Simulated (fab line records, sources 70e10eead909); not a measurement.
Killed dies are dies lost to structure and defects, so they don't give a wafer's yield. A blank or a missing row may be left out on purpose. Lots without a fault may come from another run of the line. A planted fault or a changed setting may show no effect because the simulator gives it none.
Chamber matching | flow nand_harc | NHARC_A_STAIRCASE_DEP_151 on pecvd-04: 3 sister chambers
The step deposits SiO2, target thk 7200 nm. 16 wafers are shown with their chamber, then 8 later ones without.

WAFERS WITH THEIR CHAMBER
wafer  | chamber | heater_power_w (W)
L074.2 | 0       | 799
L074.3 | 2       | 780
L074.6 | 2       | 684
L075.1 | 1       | 677
L075.4 | 1       | 602
L075.5 | 0       | 708
L081.2 | 0       | 819
L081.5 | 2       | 725
L081.6 | 0       | 662
L083.2 | 0       | 854
L083.3 | 1       | 803
L083.4 | 1       | 653
L084.1 | 1       | 729
L084.3 | 0       | 744
L084.5 | 2       | 727
L086.3 | 0       | 863

SIGNATURES (means of the wafers above)
reading        | chamber 0 | chamber 1 | chamber 2 | scatter within a chamber
heater_power_w | 778.43    | 692.80    | 729.00    | 69.5
Rule: a wafer's distance from a chamber is the root of the sum, over the readings, of the square of ((its reading less the chamber's mean) divided by the reading's scatter). The wafer belongs to the nearest chamber; if the next one is less than 2 further off, it can't be placed. The scatter: the root of (the sum of the squares of (reading less its chamber's mean) over the shown wafers, divided by (wafers less chambers)).

WAFERS WITHOUT THEIR CHAMBER
wafer  | heater_power_w (W)
L086.4 | 727
L086.5 | 656
L092.1 | 904
L092.3 | 716
L092.6 | 649
L093.3 | 795
L093.5 | 708
L093.6 | 646

WHICH CHAMBER EACH WENT THROUGH
wafer  | from the rows above          | in truth
L086.4 | can't be placed: 2 or 1 or 0 | 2
L086.5 | can't be placed: 1 or 2 or 0 | 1
L092.1 | can't be placed: 0 or 2 or 1 | 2
L092.3 | can't be placed: 2 or 1 or 0 | 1
L092.6 | can't be placed: 1 or 2 or 0 | 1
L093.3 | can't be placed: 0 or 2 or 1 | 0
L093.5 | can't be placed: 1 or 2 or 0 | 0
L093.6 | can't be placed: 1 or 2 or 0 | 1
Placed correctly: 0 of 8. Can't be placed from these rows: 8 (the true chamber is among the candidates in 8). Placed wrongly: 0.
